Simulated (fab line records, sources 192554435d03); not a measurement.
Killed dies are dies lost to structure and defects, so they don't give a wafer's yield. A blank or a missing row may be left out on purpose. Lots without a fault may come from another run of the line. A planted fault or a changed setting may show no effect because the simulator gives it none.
fab line records | flow n5_finfet
record lots=6 wafers=16 last_day=17
route steps=1938 shown BEOL_M11@1584 PASSIVATION@1936
lots that met no fault: from a run of the same line without faults
start_h: hours from the record's first day to the start of the lot's first wafer shown | wait_h: hours since the lot's step before | " the same as in the row above | L1.1+2: a row that stands for several wafers | - no value, or no start given | * or withheld: withheld | < > ~ a bound
route shown NAME@n: a module of which the file shows steps, and the number in the route of the first | usual: mean/standard deviation of fault-free wafers | same: alike in all rows | chamber/n: place in a boat | sites: the reading at each site | _std_site: their standard deviation | _edge_site: outer sites' mean less inner sites' | radius_mm: how far each site lies from the wafer's centre | mask NAME#n: copy n | behind: the tool/chamber that last shaped the wafer | hold: why the lot was held/for how many hours/how that ended | device: the transistor (n, p or np) that didn't switch | end of line: the same wafers' tests at the end of the route | a step without rows: its recipe alone | killed: dies lost to structure and defects at the first sort, not the wafer's yield | map: a wafer's dies, x killed, . not, _ none there
set.NAME: the setting as run; set.NAME@STEP: as run at that earlier step | model.NAME: the simulator's own value behind a step, which no gauge read
lots at some steps of the route; a table a step, a row a wafer
services: from which hour (start_h, from the record's first day; less than 0 if before it) a tool's chamber was out of use, for how many hours, and why
## steps
# step N5_BEOL_M11_PRECLEAN_42
# recipe chemistry=residue_remover time_s=60 temp_c=40
# step N5_BEOL_M11_SRD_43
# recipe time_s=30 temp_c=23 rinse_liquid=diw dry=ipa_marangoni
# step N5_BEOL_M11_CD_MEAS_35
# recipe target_cd_nm=70 polarity=opening
# usual cd_nm=69.8/0.6
# columns lot.wafer tool chamber start_h wait_h cd_nm
L536.5 cd_sem-02 - 250.25 0.0 70.1
L536.6 " - " " 70.2
L537.5 cd_sem-01 - 251.58 0.0 70.3
L537.6 " - " " 69.8
L543.1 cd_sem-02 - 285.02 0.0 69.8
L543.2 " - " " 69.5
L543.5 " - " " 69.2
L550.2 cd_sem-02 - 335.70 0.0 69.8
L550.3 " - " " 69.7
L550.4 " - " " 69.4
L555.1 cd_sem-03 - 361.32 0.0 69.9
L555.2 " - " " 70.6
L555.5 " - " " 70.0
L557.1 cd_sem-03 - 373.15 0.0 68.9
L557.2 " - " " 69.5
L557.4 " - " " 69.0
# step N5_BEOL_M11_CURE_72
# recipe temp_c=370 time_s=120 ambient=DMADMS/He material=SiCOH_lowk
# usual lamp_power_pct=52.31/0.058 wafer_temp_C_max=371.7/0.58
# columns lot.wafer tool chamber start_h wait_h lamp_power_pct wafer_temp_C_max
L536.5 uv_cure-01 2 250.49 0.2 52.30 371.5
L536.6 " 2 " " 52.33 371.5
L537.5 uv_cure-01 0 251.82 0.2 52.34 372.1
L537.6 " 0 " " 52.40 371.4
L543.1 uv_cure-03 2 285.06 0.0 52.36 371.4
L543.2 " 2 " " 52.29 371.5
L543.5 " 2 " " 52.43 371.4
L550.2 uv_cure-02 2 335.89 0.2 52.31 373.1
L550.3 " 2 " " 52.33 373.2
L550.4 " 2 " " 52.35 373.4
L555.1 uv_cure-01 0 361.55 0.2 52.17 372.1
L555.2 " 0 " " 52.34 372.1
L555.5 " 0 " " 52.39 371.9
L557.1 uv_cure-03 1 373.19 0.0 52.28 371.6
L557.2 " 1 " " 52.35 372.1
L557.4 " 1 " " 52.32 371.9
# step N5_BEOL_M11_DEGAS_44
# recipe ambient=vacuum temp_c=250 time_s=60
# usual heater_power_w=338/36 susceptor_temp_C=250.01/0.19
# columns lot.wafer tool chamber start_h wait_h heater_power_w susceptor_temp_C
L536.5 pvd_sputter-01 - 250.77 0.2 302 250.27
L536.6 " - " " 361 250.17
L537.5 pvd_sputter-01 - 252.87 1.0 297 250.06
L537.6 " - " " 371 249.82
L543.1 pvd_sputter-01 - 285.62 0.5 356 249.91
L543.2 " - " " 370 249.69
L543.5 " - " " 365 249.83
L550.2 pvd_sputter-03 - 336.52 0.6 305 249.81
L550.3 " - " " 349 250.13
L550.4 " - " " 337 250.35
L555.1 pvd_sputter-01 - 361.87 0.3 354 249.98
L555.2 " - " " 358 250.09
L555.5 " - " " 359 250.07
L557.1 pvd_sputter-01 - 373.52 0.3 327 250.20
L557.2 " - " " 352 250.21
L557.4 " - " " 292 249.71
# step N5_BEOL_M11_PRE_CLEAN_45
# recipe gas=H2/He time_s=30 temp_c=250
# usual heater_power_w=338/36 susceptor_temp_C=250.01/0.18
# columns lot.wafer tool chamber start_h wait_h heater_power_w susceptor_temp_C
L536.5 pvd_sputter-01 - 250.81 0.0 300 250.02
L536.6 " - " " 355 249.51
L537.5 pvd_sputter-01 - 252.91 0.0 297 249.90
L537.6 " - " " 363 250.10
L543.1 pvd_sputter-01 - 285.66 0.0 350 250.10
L543.2 " - " " 374 250.04
L543.5 " - " " 364 250.22
L550.2 pvd_sputter-03 - 336.56 0.0 306 249.86
L550.3 " - " " 344 250.03
L550.4 " - " " 345 250.28
L555.1 pvd_sputter-01 - 361.91 0.0 347 249.84
L555.2 " - " " 366 250.13
L555.5 " - " " 372 250.02
L557.1 pvd_sputter-01 - 373.56 0.0 321 250.44
L557.2 " - " " 352 250.04
L557.4 " - " " 298 249.88
# step N5_BEOL_M11_ALD_74
# recipe material=TaN target_thk_a=20 temp_c=275 ald_precursor_family=PDMAT ald_co_reactant=NH3 pressure_torr=3 carrier_flow_sccm=1500 pulse_time_s=2 purge_time_s=3 co_reactant_purge_time_s=2 co_reactant_pulse_time_s=3 ald_cycles=40 precursor_vessel_temp_c=75 precursor_vessel_pressure_torr=26.25 precursor_vessel_carrier_sccm=1000
# usual heater_power_w=404/53 susceptor_temp_C=274.99/0.18
# same co_reactant_pulse_time_s=3
# columns lot.wafer tool chamber start_h wait_h heater_power_w susceptor_temp_C
L536.5 ald_metal-01 2 250.98 0.2 457 275.02
L536.6 " 1 " " 335 274.53
L537.5 ald_metal-01 0 253.15 0.2 366 275.02
L537.6 " 3 " " 414 274.98
L543.1 ald_metal-01 3 285.76 0.1 412 274.98
L543.2 " 1 " " 353 275.18
L543.5 " 0 " " 367 275.14
L550.2 ald_metal-04 1 336.62 0.0 454 275.28
L550.3 " 2 " " 346 274.73
L550.4 " 0 " " 550 274.74
L555.1 ald_metal-02 2 361.97 0.0 353 275.00
L555.2 " 0 " " 428 275.14
L555.5 " 1 " " 425 275.11
L557.1 ald_metal-04 3 373.74 0.2 362 275.05
L557.2 " 0 " " 535 275.34
L557.4 " 2 " " 341 275.03
# step N5_BEOL_M11_SURFACE_TREAT_76
# recipe gas=Ar time_s=* ion_energy_ev=* ion_current_ma_cm2=0.5 pressure_mtorr=* ar_flow_sccm=30
# usual throttle_valve_pct=*
# columns lot.wafer tool chamber start_h wait_h throttle_valve_pct
L536.5 pvd_sputter-03 - 251.16 0.1 *
L536.6 " - " " *
L537.5 pvd_sputter-01 - 253.53 0.2 *
L537.6 " - " " *
L543.1 pvd_sputter-02 - 286.22 0.3 *
L543.2 " - " " *
L543.5 " - " " *
L550.2 pvd_sputter-03 - 337.16 0.4 *
L550.3 " - " " *
L550.4 " - " " *
L555.1 pvd_sputter-03 - 362.26 0.2 *
L555.2 " - " " *
L555.5 " - " " *
L557.1 pvd_sputter-01 - 374.03 0.2 *
L557.2 " - " " *
L557.4 " - " " *
# step N5_BEOL_M11_CVD_75
# recipe material=Co target_thk_a=20 temp_c=withheld precursor=CCTBA/H2 pressure_torr=30 time_s=138.9
# step N5_BEOL_M11_SPUTTER_48
# recipe material=Cu target_thk_a=120 temp_c=-20 bias_v=60 power_w=26000 chamber_pressure_pa=0.13 time_s=2
# step N5_BEOL_M11_ECD_50
# recipe material=Cu target_thk_a=3180
# step N5_BEOL_M11_ANNEAL_51
# recipe temp_c=225 time_s=90 ambient=N2
# step N5_BEOL_M11_CMP_52
# recipe stop_on=SiCOH_lowk t_overpolish_s=7 down_force_psi=1 platen_rpm=50 clearing_platen_down_force_psi=1.5 clearing_platen_rpm=50 post_cmp_clean=cu_alkaline target_thk_nm=140 clearing_platen_pad_velocity_m_s=0.99484 pad_velocity_m_s=0.99484
# usual barrier_field_endpoint_s=28.9/0.74 motor_current_A=6.0/0.49 overpolish_run_s=6.999/0.0086 platen_rpm=50.00/0.032 time_to_endpoint_s=66/3.4
# columns lot.wafer tool chamber start_h wait_h barrier_field_endpoint_s motor_current_A overpolish_run_s platen_rpm time_to_endpoint_s
L536.5 cmp-04 3 252.00 0.2 30.1 6.7 6.999 50.02 68
L536.6 " 0 " " 16.5 7.0 6.994 49.96 35
L537.5 cmp-04 2 254.70 0.2 28.8 5.7 7.005 49.98 69
L537.6 " 3 " " 16.3 6.4 6.988 50.06 37
L543.2 cmp-02 2 287.28 0.2 29.2 5.6 6.996 49.97 69
L543.1 " 0 " " 28.7 6.5 7.005 49.99 68
L543.5 " 1 " " 28.3 5.3 6.990 49.97 63
L550.3 cmp-01 2 338.52 0.2 29.4 5.9 6.994 49.99 64
L550.4 " 3 " " 29.9 6.2 6.999 50.02 62
L550.2 " 0 " " 29.4 5.6 6.992 50.04 63
L555.1 cmp-04 0 363.62 0.3 29.6 7.0 7.006 50.01 65
L555.2 " 1 " " 27.5 6.0 6.995 50.04 58
L555.5 " 0 " " 29.5 6.3 7.002 50.01 69
L557.1 cmp-01 1 375.03 0.3 29.7 6.4 6.999 50.04 69
L557.2 " 3 " " 28.5 5.6 7.013 49.98 67
L557.4 " 0 " " 29.4 5.6 7.002 50.07 70
# step N5_PASSIVATION_PROBE_49
# usual defect_limited_yield=91.2/1.6 killed_at_M0_to_M3=31/10 killed_at_M4_up=14/4.4 killed_at_contacts=13/6 killed_at_front_end=43/13 killed_at_other=3.5/2.6 killed_dies=104/18 killed_open=68/14 killed_short=34/8.1 sort_bin_4_leakage=0.01/0.073 sort_bin_5_function=5.1/1.1 sort_bin_6_memory=3.3/0.68 sort_n_pass=1076/18 sort_yield_pct=91.2/1.6
# same gross_dies=1180 killed_at_back_side=0 sort_bin_8_speed[%]=0
# columns lot.wafer tool chamber start_h wait_h defect_limited_yield[%] killed_at_M0_to_M3 killed_at_M4_up killed_at_contacts killed_at_front_end killed_at_other killed_dies killed_open killed_short sort_bin_4_leakage[%] sort_bin_5_function[%] sort_bin_6_memory[%] sort_n_pass sort_yield_pct[%]
L536.5 prober-02 - 290.10 0.2 91.5 40 10 9 40 1 100 74 26 0 5.4 3.0 1080 91.5
L536.6 prober-02 - 290.15 0.3 90.7 39 22 9 39 1 110 80 26 0 6.0 2.9 1070 90.7
L537.5 prober-02 - 292.45 0.2 93.5 25 14 9 23 6 77 54 22 0 3.7 2.5 1103 93.5
L537.6 prober-02 - 292.50 0.3 94.2 32 9 6 22 0 69 41 27 0 3.2 2.2 1111 94.2
L543.1 prober-01 - 331.49 0.0 91.4 31 16 9 43 3 102 62 35 0 4.2 3.5 1078 91.4
L543.2 prober-01 - 331.54 0.1 90.5 31 15 14 49 3 112 68 44 0 5.3 3.6 1068 90.5
L543.5 prober-01 - 331.69 0.2 93.1 31 4 8 36 3 82 51 27 0 4.0 2.5 1098 93.1
L550.2 prober-01 - 382.08 0.1 89.6 27 17 14 64 1 123 89 34 0 6.4 3.8 1057 89.6
L550.3 prober-01 - 382.13 0.1 87.8 45 14 24 59 2 144 102 41 0 7.1 5.1 1036 87.8
L550.4 prober-01 - 382.18 0.2 88.9 40 12 17 59 3 131 89 42 0 6.7 4.1 1049 88.9
L555.1 prober-02 - 411.78 0.0 93.0 15 14 13 37 4 83 56 27 0.08 3.9 2.8 1096 92.9
L555.2 prober-02 - 411.83 0.1 94.0 14 14 11 27 5 71 47 24 0 3.5 2.4 1109 94.0
L555.5 prober-02 - 411.98 0.2 92.4 18 18 10 39 5 90 60 30 0 4.4 2.9 1090 92.4
L557.1 prober-01 - 419.45 0.0 89.2 35 11 22 56 3 127 101 25 0 6.6 4.1 1053 89.2
L557.2 prober-01 - 419.50 0.1 91.3 32 12 9 50 0 103 63 39 0 4.7 3.6 1077 91.3
L557.4 prober-01 - 419.60 0.2 89.2 27 16 24 53 7 127 85 35 0 5.6 4.7 1053 89.2
# killed by level:class
L536.5 STI_FIN_REVEAL:geometric_particle:open=13 BEOL_M0:geometric_particle:open=10 BEOL_M0_SAQP:geometric_particle:open=10 FIN_SAQP:geometric_particle:open=8 MOL_CONTACT_COAG:geometric_particle:open=7 BEOL_M2:geometric_particle:open=5 STI_FIN_REVEAL:geometric_particle:short=4 DUMMY_GATE:geometric_particle:open=4
L536.6 BEOL_M4:geometric_particle:open=14 STI_FIN_REVEAL:geometric_particle:open=12 BEOL_M1:geometric_particle:open=9 BEOL_M2:geometric_particle:open=8 BEOL_M3:geometric_particle:open=8 FIN_SAQP:geometric_particle:open=7 MOL_CONTACT_COAG:geometric_particle:open=6 GATE_CUT:geometric_particle:short=5
L537.5 MOL_CONTACT_COAG:geometric_particle:open=9 BEOL_M0_SAQP:geometric_particle:open=8 STI_FIN_REVEAL:geometric_particle:open=5 STARTING-WAFER:geometric_particle:short=5 BEOL_M3:geometric_particle:open=5 BEOL_M4:geometric_particle:open=5 DUMMY_GATE:geometric_particle:open=3 DUMMY_GATE:geometric_particle:short=3
L537.6 BEOL_M3:geometric_particle:open=11 MOL_CONTACT_COAG:geometric_particle:open=5 BEOL_M0_SAQP:geometric_particle:short=5 BEOL_M0:geometric_particle:short=5 BEOL_M5:geometric_particle:open=5 BEOL_M1:geometric_particle:open=4 FIN_SAQP:geometric_particle:short=3 GATE_CUT:geometric_particle:short=3
L543.1 MOL_CONTACT_COAG:geometric_particle:open=8 BEOL_M1:geometric_particle:open=8 BEOL_M4:geometric_particle:open=8 FIN_SAQP:geometric_particle:short=7 GATE_CUT:geometric_particle:open=7 BEOL_M2:geometric_particle:short=7 STI_FIN_REVEAL:geometric_particle:open=6 BEOL_M2:geometric_particle:open=6
L543.2 FIN_SAQP:geometric_particle:open=11 FIN_SAQP:geometric_particle:short=10 STI_FIN_REVEAL:geometric_particle:open=9 MOL_CONTACT_COAG:geometric_particle:open=9 BEOL_M0_SAQP:geometric_particle:open=8 GATE_CUT:geometric_particle:short=6 BEOL_M2:geometric_particle:short=6 BEOL_M4:geometric_particle:open=6
L543.5 MOL_CONTACT_COAG:geometric_particle:open=8 BEOL_M0_SAQP:geometric_particle:short=8 FIN_SAQP:geometric_particle:open=6 DUMMY_GATE:geometric_particle:open=6 BEOL_M3:geometric_particle:open=6 FIN_SAQP:geometric_particle:short=5 BEOL_M0_SAQP:geometric_particle:open=5 BEOL_M2:geometric_particle:short=4
L550.2 STI_FIN_REVEAL:geometric_particle:open=24 MOL_CONTACT_COAG:geometric_particle:open=9 BEOL_M2:geometric_particle:open=9 FIN_SAQP:geometric_particle:open=7 ILD0:geometric_particle:short=7 BEOL_M5:geometric_particle:open=6 STI_FIN_REVEAL:geometric_particle:short=5 DUMMY_GATE:geometric_particle:open=5
L550.3 MOL_CONTACT_COAG:geometric_particle:open=20 BEOL_M2:geometric_particle:open=13 FIN_SAQP:geometric_particle:open=12 BEOL_M0_SAQP:geometric_particle:short=11 DUMMY_GATE:geometric_particle:open=10 STI_FIN_REVEAL:geometric_particle:open=8 BEOL_M3:geometric_particle:open=6 GATE_CUT:geometric_particle:short=5
L550.4 FIN_SAQP:geometric_particle:open=14 MOL_CONTACT_COAG:geometric_particle:open=12 STI_FIN_REVEAL:geometric_particle:open=11 BEOL_M2:geometric_particle:open=8 BEOL_M1:geometric_particle:open=8 FIN_SAQP:geometric_particle:short=6 BEOL_M0_SAQP:geometric_particle:short=6 BEOL_M0:geometric_particle:open=6
L555.1 MOL_CONTACT_COAG:geometric_particle:open=11 FIN_SAQP:geometric_particle:open=9 BEOL_M0_SAQP:geometric_particle:open=7 DUMMY_GATE:geometric_particle:open=6 FIN_SAQP:geometric_particle:short=5 BEOL_M0_SAQP:geometric_particle:short=4 GATE_CUT:geometric_particle:short=4 STI_FIN_REVEAL:geometric_particle:open=3
L555.2 MOL_CONTACT_COAG:geometric_particle:open=9 FIN_SAQP:geometric_particle:open=6 STI_FIN_REVEAL:geometric_particle:open=4 DUMMY_GATE:geometric_particle:open=4 GATE_CUT:geometric_particle:short=4 BEOL_M1:geometric_particle:open=4 BEOL_M4:geometric_particle:open=4 FIN_SAQP:geometric_particle:short=3
L555.5 MOL_CONTACT_COAG:geometric_particle:open=8 BEOL_M0:geometric_particle:open=8 FIN_SAQP:geometric_particle:open=7 FIN_SAQP:geometric_particle:short=7 STARTING-WAFER:geometric_particle:open=5 STARTING-WAFER:geometric_particle:short=4 BEOL_M5:geometric_particle:open=4 BEOL_M7:geometric_particle:open=4
L557.1 MOL_CONTACT_COAG:geometric_particle:open=18 STI_FIN_REVEAL:geometric_particle:open=16 FIN_SAQP:geometric_particle:open=13 BEOL_M2:geometric_particle:open=9 BEOL_M3:geometric_particle:open=9 BEOL_M4:geometric_particle:open=9 DUMMY_GATE:geometric_particle:open=5 GATE_CUT:geometric_particle:short=5
L557.2 FIN_SAQP:geometric_particle:short=13 FIN_SAQP:geometric_particle:open=11 MOL_CONTACT_COAG:geometric_particle:open=8 BEOL_M2:geometric_particle:open=8 BEOL_M1:geometric_particle:open=7 STI_FIN_REVEAL:geometric_particle:open=6 GATE_CUT:geometric_particle:open=5 BEOL_M0_SAQP:geometric_particle:short=4
L557.4 MOL_CONTACT_COAG:geometric_particle:open=22 STI_FIN_REVEAL:geometric_particle:open=13 FIN_SAQP:geometric_particle:short=12 FIN_SAQP:geometric_particle:open=9 BEOL_M3:geometric_particle:open=9 GATE_CUT:geometric_particle:short=7 BEOL_M2:geometric_particle:open=7 BEOL_M4:geometric_particle:open=5
## services
# columns tool chamber start_h hours kind
ald_metal-01 - 232.15 4.6 repair
uv_cure-03 - 245.54 2.1 pm
ald_metal-01 2 251.76 6.0 repair
pvd_sputter-01 - 254.97 2.7 repair
cmp-02 - 257.53 0.8 repair
cmp-04 - 285.45 0.6 repair
uv_cure-01 - 303.50 7.5 pm
cmp-04 - 310.21 2.9 repair
uv_cure-02 - 319.96 5.0 pm
cmp-02 - 322.57 4.0 pm
cmp-04 - 332.89 15.3 pm
ald_metal-01 - 337.25 14.0 pm
ald_metal-01 0 337.25 14.0 vent_cycle
ald_metal-01 1 337.25 14.0 vent_cycle
ald_metal-01 2 337.25 14.0 vent_cycle
ald_metal-01 3 337.25 14.0 vent_cycle
uv_cure-01 - 340.35 7.5 pm
ald_metal-01 0 351.25 - clean
ald_metal-01 1 351.25 - clean
ald_metal-01 2 351.25 - clean
cmp-04 - 355.97 2.6 repair
pvd_sputter-02 - 357.37 4.9 repair
uv_cure-02 - 370.22 0.3 repair
ald_metal-02 - 374.83 2.8 pm
## key
first_sign step=N5_BEOL_M11_CMP_52 reading=barrier_field_endpoint_s direction=down sigmas=17 usual=28.9 struck=16.4
effect step=N5_BEOL_M11_CMP_52 reading=time_to_endpoint_s direction=down sigmas=9 usual=* struck=*
met_at N5_BEOL_M11_CMP_52
struck_wafers L536.6,L537.6
fault kind=process_parameter_drift tool=cmp-04 chamber=- onset_h=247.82 steps=N5_BEOL_M11_CMP_52 channel=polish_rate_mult offset=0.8 shape=step end_h=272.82 scope=struck_wafers_only
